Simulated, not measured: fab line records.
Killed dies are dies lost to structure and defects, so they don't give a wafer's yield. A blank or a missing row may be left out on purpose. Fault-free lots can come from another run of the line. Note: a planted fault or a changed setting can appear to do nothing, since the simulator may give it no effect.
Which of the tools did it?    flow n5 finfet    24 lots, 72 wafers sampled, at 6 steps of a route of 1938

## WHAT EACH GAUGE READ, for each wafer
N5_FIN_CUT_INSPECT_17: inspects for defects (brightfield). Usual: raw defect count 236, standard deviation 62.
lot   measured     on                 raw defect count  flag
L074  day 2 04:28  defect inspect-01  222 197 223       
L075  day 2 10:05  defect inspect-02  219 275 237       
L076  day 2 15:32  defect inspect-02  237 267 306       
L077  day 2 22:08  defect inspect-01  311 236 218       
L078  day 3 03:46  defect inspect-02  191 237 185       
L079  day 3 09:39  defect inspect-01  188 231 180       
L080  day 3 16:54  defect inspect-02  184 310 293       
L081  day 4 02:02  defect inspect-01  248 182 228       
L082  day 4 08:26  defect inspect-02  257 226 241       
L083  day 4 11:25  defect inspect-01  274 124 175       
L084  day 4 17:26  defect inspect-02  400 360 294       
L085  day 5 00:28  defect inspect-01  336 188 131       
L086  day 5 05:41  defect inspect-01  220 140 238       
L087  day 5 09:44  defect inspect-02  225 269 333       
L088  day 5 16:10  defect inspect-01  183 140 208       
L089  day 5 23:14  defect inspect-02  299 236 264       
L090  day 6 05:16  defect inspect-02  144 203 164       
L091  day 6 10:34  defect inspect-02  353 207 259       
L092  day 6 17:05  defect inspect-02  259 118 284       
L093  day 6 22:37  defect inspect-02  196 236 201       
L094  day 7 06:01  defect inspect-01  208 202 318       
L095  day 7 10:02  defect inspect-02  164 137 209       
L096  day 7 16:35  defect inspect-02  257 193 204       
L097  day 7 21:34  defect inspect-01  238 219 205       

N5_STI_FIN_REVEAL_THK_MEAS_05. Usual: thk nm 131.9 nm, standard deviation 1.5.
lot   measured     on             thk nm (nm)        flag
L074  day 2 10:04  film metro-02  132.2 129.1 130.0  
L075  day 2 16:18  film metro-02  130.2 130.4 128.3  
L076  day 2 21:33  film metro-01  133.1 130.8 132.0  
L077  day 3 03:33  film metro-02  134.4 135.0 133.3  
L078  day 3 09:11  film metro-02  128.3 130.1 128.4  
L079  day 3 15:04  film metro-01  131.3 130.8 133.3  
L080  day 3 23:27  film metro-02  131.1 131.6 131.3  
L081  day 4 07:44  film metro-01  130.7 131.1 132.0  
L082  day 4 13:52  film metro-01  132.5 134.0 134.2  
L083  day 4 17:06  film metro-01  129.6 132.4 132.1  
L084  day 4 22:51  film metro-01  132.7 132.7 132.5  
L085  day 5 05:53  film metro-01  134.0 132.9 131.9  
L086  day 5 11:17  film metro-02  133.3 135.6 131.2  
L087  day 5 15:59  film metro-02  133.2 131.2 131.6  
L088  day 5 21:34  film metro-02  131.4 134.4 133.9  
L089  day 6 04:40  film metro-02  132.6 133.7 132.1  
L090  day 6 10:43  film metro-02  131.8 131.8 130.8  
L091  day 6 15:59  film metro-01  132.6 131.6 134.3  
L092  day 6 23:26  film metro-01  131.5 131.5 134.6  
L093  day 7 04:15  film metro-01  133.2 130.3 132.0  
L094  day 7 11:38  film metro-02  131.3 132.8 129.7  
L095  day 7 16:29  film metro-01  130.2 131.9 130.8  
L096  day 7 22:00  film metro-01  129.6 128.3 132.2  
L097  day 8 03:42  film metro-02  133.1 132.2 133.1  

## WHAT TOOL EACH LOT RAN ON (gives the tool, then ch and the chambers of the sampled wafers, and finally the start)
lot   N5_FIN_SAQP_ETCH_67                N5_FIN_SAQP_HM_CD_35    N5_FIN_CUT_STRIP_24                N5_STI_FIN_REVEAL_ALD_14
L074  rie diel-05 ch 1,2, day 2 01:40    cd sem-02, day 2 02:49  rie diel-03 ch 2,3, day 2 03:58    ald sin-01 ch 0,1, day 2 04:43
L075  rie diel-01 ch 0,2,3, day 2 06:56  cd sem-03, day 2 08:23  rie diel-03 ch 0,2,3, day 2 09:35  ald sin-03 ch 1,3, day 2 10:10
L076  rie diel-06 ch 0,2, day 2 12:41    cd sem-01, day 2 13:45  rie diel-03 ch 2,3, day 2 15:02    ald sin-01 ch 0,3, day 2 15:37
L077  rie diel-06 ch 1,2,3, day 2 18:41  cd sem-02, day 2 20:07  rie diel-02 ch 0,1,2, day 2 21:34  ald sin-02 ch 1,2, day 2 22:13
L078  rie diel-01 ch 0,2,3, day 3 00:11  cd sem-02, day 3 01:49  rie diel-02 ch 0,2, day 3 03:15    ald sin-02 ch 1,2,3, day 3 03:52
L079  rie diel-06 ch 0,2,3, day 3 06:29  cd sem-01, day 3 07:52  rie diel-04 ch 0,1,2, day 3 09:09  ald sin-03 ch 0,3, day 3 09:44
L080  rie diel-01 ch 0,2, day 3 12:12    cd sem-02, day 3 14:02  rie diel-04 ch 0,3, day 3 16:24    ald sin-01 ch 2,3, day 3 18:07
L081  rie diel-05 ch 0,1,2, day 3 23:01  cd sem-01, day 4 00:03  rie diel-04 ch 0,3, day 4 01:20    ald sin-01 ch 1,3, day 4 02:25
L082  rie diel-05 ch 0,2, day 4 05:05    cd sem-02, day 4 06:32  rie diel-02 ch 0,2,3, day 4 07:56  ald sin-02 ch 0,1,3, day 4 08:31
L083  rie diel-06 ch 0,2,3, day 4 08:19  cd sem-03, day 4 09:37  rie diel-04 ch 0,1,2, day 4 10:55  ald sin-01 ch 0,2,3, day 4 11:46
L084  rie diel-01 ch 1,3, day 4 14:02    cd sem-03, day 4 15:32  rie diel-02 ch 1,2, day 4 16:49    ald sin-02 ch 0,1,2, day 4 17:31
L085  rie diel-06 ch 0,2,3, day 4 19:59  cd sem-02, day 4 22:41  rie diel-04 ch 0,3, day 4 23:58    ald sin-03 ch 2,3, day 5 00:34
L086  rie diel-01 ch 0,2, day 5 02:41    cd sem-01, day 5 03:48  rie diel-02 ch 0,3, day 5 05:11    ald sin-03 ch 1,2,3, day 5 05:57
L087  rie diel-05 ch 0,2, day 5 07:01    cd sem-03, day 5 08:04  rie diel-02 ch 1,2,3, day 5 09:14  ald sin-02 ch 0,1,2, day 5 10:38
L088  rie diel-01 ch 1,2,3, day 5 12:41  cd sem-02, day 5 14:23  rie diel-04 ch 0,1,2, day 5 15:40  ald sin-03 ch 0,1,2, day 5 16:14
L089  rie diel-01 ch 2,3, day 5 19:59    cd sem-03, day 5 21:06  rie diel-03 ch 0,1,3, day 5 22:34  ald sin-02 ch 0,2,3, day 5 23:19
L090  rie diel-05 ch 0,2,3, day 6 02:05  cd sem-03, day 6 03:34  rie diel-02 ch 1,2, day 6 04:43    ald sin-01 ch 0,1,3, day 6 05:22
L091  rie diel-01 ch 1,2,3, day 6 07:35  cd sem-01, day 6 08:37  rie diel-04 ch 2,3, day 6 09:55    ald sin-03 ch 0,2, day 6 10:40
L092  rie diel-05 ch 0,2, day 6 13:35    cd sem-03, day 6 14:44  rie diel-04 ch 0,3, day 6 16:23    ald sin-01 ch 1,2,3, day 6 18:06
L093  rie diel-01 ch 1,2, day 6 19:52    cd sem-02, day 6 20:55  rie diel-02 ch 0,1,3, day 6 22:07  ald sin-03 ch 0,3, day 6 22:54
L094  rie diel-01 ch 0,1,3, day 7 02:52  cd sem-01, day 7 03:54  rie diel-02 ch 0,1,2, day 7 05:11  ald sin-03 ch 0,2,3, day 7 06:11
L095  rie diel-06 ch 1,2,3, day 7 07:16  cd sem-01, day 7 08:18  rie diel-03 ch 2,3, day 7 09:28    ald sin-03 ch 0,1, day 7 11:01
L096  rie diel-06 ch 0,1,2, day 7 13:39  cd sem-01, day 7 14:55  rie diel-04 ch 0,1,2, day 7 16:05  ald sin-02 ch 1,2, day 7 16:40
L097  rie diel-05 ch 0,2,3, day 7 18:51  cd sem-01, day 7 19:53  rie diel-03 ch 0,2,3, day 7 21:03  ald sin-01 ch 0,1,2, day 7 22:22
- N5_FIN_SAQP_ETCH_67: etches SiNx in CH3F/O2, target depth 30 nm.
- N5_FIN_SAQP_HM_CD_35: target cd 8 nm.
- N5_FIN_CUT_STRIP_24: strips in CF4.
- N5_STI_FIN_REVEAL_ALD_14: deposits Si3N4, target thk 3 nm.

## AS READ BY THE TOOLS THEMSELVES (means over the sampled wafers that have a number; for cases with no such wafer, the mark the record gives instead)
N5_FIN_SAQP_ETCH_67. Usual: CH3F_flow_sccm 30.00 sccm, standard deviation 0.1; drypump motor current A 5.6 A, standard deviation 0.45; oes_ar_750_au 0.79 a.u., standard deviation 0.082; oes product au 0.80 a.u., standard deviation 0.089; rf vpp V 297 V, standard deviation 9; showerhead plenum p Torr 2.02 Torr, standard deviation 0.065; throttle valve pct 16.28 %, standard deviation 0.2.
lot   tool         CH3F_flow_sccm (sccm)  drypump motor current A (A)  oes_ar_750_au (a.u.)  oes product au (a.u.)  rf vpp V (V)  showerhead plenum p Torr (Torr)  throttle valve pct (%)  flag
L074  rie diel-05  30.12                  5.2                          0.86                  0.88                   310           2.12                             16.08                   
L075  rie diel-01  29.92                  5.7                          0.80                  0.79                   292           2.06                             16.12                   
L076  rie diel-06  30.01                  5.7                          0.90                  0.90                   297           1.96                             16.29                   
L077  rie diel-06  29.90                  5.6                          0.81                  0.80                   294           2.01                             16.36                   
L078  rie diel-01  30.05                  5.7                          0.78                  0.79                   292           2.06                             16.14                   
L079  rie diel-06  29.94                  5.6                          0.84                  0.84                   296           2.00                             16.31                   
L080  rie diel-01  29.97                  5.2                          0.79                  0.79                   292           2.06                             16.27                   
L081  rie diel-05  30.02                  5.3                          0.78                  0.79                   305           2.06                             16.26                   
L082  rie diel-05  30.01                  5.3                          0.72                  0.73                   298           2.02                             16.41                   
L083  rie diel-06  30.00                  5.6                          0.83                  0.83                   295           1.99                             16.33                   
L084  rie diel-01  29.94                  6.4                          0.73                  0.72                   290           2.03                             16.25                   
L085  rie diel-06  29.97                  5.7                          0.83                  0.82                   295           1.99                             16.34                   
L086  rie diel-01  30.04                  5.3                          0.82                  0.84                   291           2.04                             16.16                   
L087  rie diel-05  29.92                  5.3                          0.71                  0.72                   299           2.02                             16.43                   
L088  rie diel-01  30.03                  6.0                          0.77                  0.77                   291           2.02                             16.26                   
L089  rie diel-01  30.01                  5.7                          0.80                  0.81                   292           2.05                             16.05                   
L090  rie diel-05  29.97                  5.2                          0.77                  0.78                   307           2.01                             16.34                   
L091  rie diel-01  30.01                  6.0                          0.76                  0.76                   291           2.01                             16.26                   
L092  rie diel-05  30.04                  5.2                          0.72                  0.72                   303           2.05                             16.42                   
L093  rie diel-01  30.03                  5.5                          0.81                  0.81                   291           2.00                             16.26                   
L094  rie diel-01  30.02                  5.9                          0.72                  0.71                   290           2.02                             16.40                   
L095  rie diel-06  30.06                  5.6                          0.87                  0.88                   294           2.00                             16.25                   
L096  rie diel-06  30.00                  5.6                          0.88                  0.88                   294           1.95                             16.29                   
L097  rie diel-05  30.05                  5.2                          0.75                  0.77                   307           2.00                             16.36                   

N5_FIN_SAQP_HM_CD_35. Usual: cd nm 8.14 nm, standard deviation 0.26.
lot   tool       cd nm (nm)  flag
L074  cd sem-02  8.32        
L075  cd sem-03  8.12        
L076  cd sem-01  7.99        
L077  cd sem-02  8.09        
L078  cd sem-02  8.06        
L079  cd sem-01  8.10        
L080  cd sem-02  8.47        
L081  cd sem-01  8.28        
L082  cd sem-02  7.94        
L083  cd sem-03  8.10        
L084  cd sem-03  8.05        
L085  cd sem-02  8.23        
L086  cd sem-01  8.22        
L087  cd sem-03  8.13        
L088  cd sem-02  8.06        
L089  cd sem-03  8.02        
L090  cd sem-03  8.29        
L091  cd sem-01  8.20        
L092  cd sem-03  8.16        
L093  cd sem-02  8.07        
L094  cd sem-01  8.18        
L095  cd sem-01  7.97        
L096  cd sem-01  8.23        
L097  cd sem-01  8.13        

N5_FIN_CUT_STRIP_24. Usual: drypump motor current A 5.6 A, standard deviation 0.43; oes product au 0.76 a.u., standard deviation 0.067; rf vpp V 271.6 V, standard deviation 1.2; showerhead plenum p Torr 1.82 Torr, standard deviation 0.05; throttle valve pct 13.61 %, standard deviation 0.24.
lot   tool         drypump motor current A (A)  oes product au (a.u.)  rf vpp V (V)  showerhead plenum p Torr (Torr)  throttle valve pct (%)  flag
L074  rie diel-03  5.9                          0.84                   271.5         1.83                             13.59                   
L075  rie diel-03  5.7                          0.79                   271.7         1.80                             13.54                   
L076  rie diel-03  5.9                          0.83                   271.5         1.83                             13.60                   
L077  rie diel-02  5.8                          0.78                   271.9         1.80                             13.39                   
L078  rie diel-02  5.4                          0.79                   271.8         1.83                             13.32                   
L079  rie diel-04  5.8                          0.77                   273.1         1.85                             13.68                   
L080  rie diel-04  5.5                          0.72                   273.0         1.87                             13.73                   
L081  rie diel-04  5.7                          0.73                   272.6         1.87                             13.83                   
L082  rie diel-02  5.3                          0.76                   271.1         1.79                             13.50                   
L083  rie diel-04  5.8                          0.77                   272.7         1.85                             13.71                   
L084  rie diel-02  5.8                          0.75                   272.9         1.84                             13.43                   
L085  rie diel-04  5.5                          0.72                   273.2         1.87                             13.76                   
L086  rie diel-02  5.2                          0.74                   270.8         1.77                             13.68                   
L087  rie diel-02  5.7                          0.73                   272.4         1.81                             13.62                   
L088  rie diel-04  5.8                          0.75                   271.7         1.85                             13.73                   
L089  rie diel-03  5.5                          0.72                   271.2         1.78                             13.80                   
L090  rie diel-02  6.1                          0.74                   271.2         1.81                             13.53                   
L091  rie diel-04  5.5                          0.79                   272.0         1.87                             13.47                   
L092  rie diel-04  5.5                          0.71                   272.7         1.87                             13.78                   
L093  rie diel-02  5.7                          0.74                   270.7         1.76                             13.62                   
L094  rie diel-02  5.8                          0.76                   270.6         1.79                             13.45                   
L095  rie diel-03  5.9                          0.80                   271.6         1.82                             13.66                   
L096  rie diel-04  5.8                          0.74                   272.5         1.84                             13.76                   
L097  rie diel-03  5.7                          0.85                   271.2         1.80                             13.41                   

N5_STI_FIN_REVEAL_ALD_14. Usual: heater power w 878 W, standard deviation 81.
lot   tool        heater power w (W)  flag
L074  ald sin-01  830                 
L075  ald sin-03  849                 
L076  ald sin-01  800                 
L077  ald sin-02  896                 
L078  ald sin-02  909                 
L079  ald sin-03  867                 
L080  ald sin-01  823                 
L081  ald sin-01  909                 
L082  ald sin-02  956                 
L083  ald sin-01  811                 
L084  ald sin-02  935                 
L085  ald sin-03  794                 
L086  ald sin-03  828                 
L087  ald sin-02  945                 
L088  ald sin-03  884                 
L089  ald sin-02  984                 
L090  ald sin-01  870                 
L091  ald sin-03  902                 
L092  ald sin-01  873                 
L093  ald sin-03  812                 
L094  ald sin-03  852                 
L095  ald sin-03  896                 
L096  ald sin-02  871                 
L097  ald sin-01  834                 

## THE ANSWER, worked out from the rows above alone
Rule: take the mean of a lot's wafers that have a number; if it is more than 3 standard deviations from the usual mean, the lot is off. A lot without any number at a reading at which 4 lots or more have one is off too. The other lots that the step has rows for count as sound. The gauges are gone through in route order, then the tools' own readings, and for those a lot's mean is taken as printed above. The first step at which some lot is off is used, and at that step the reading that is off furthest; a lot without a number counts as furthest.
Across all readings shown, no lot is off: no conclusion can be drawn from this.

## WHAT HAD BEEN PUT IN BY THE SIMULATOR
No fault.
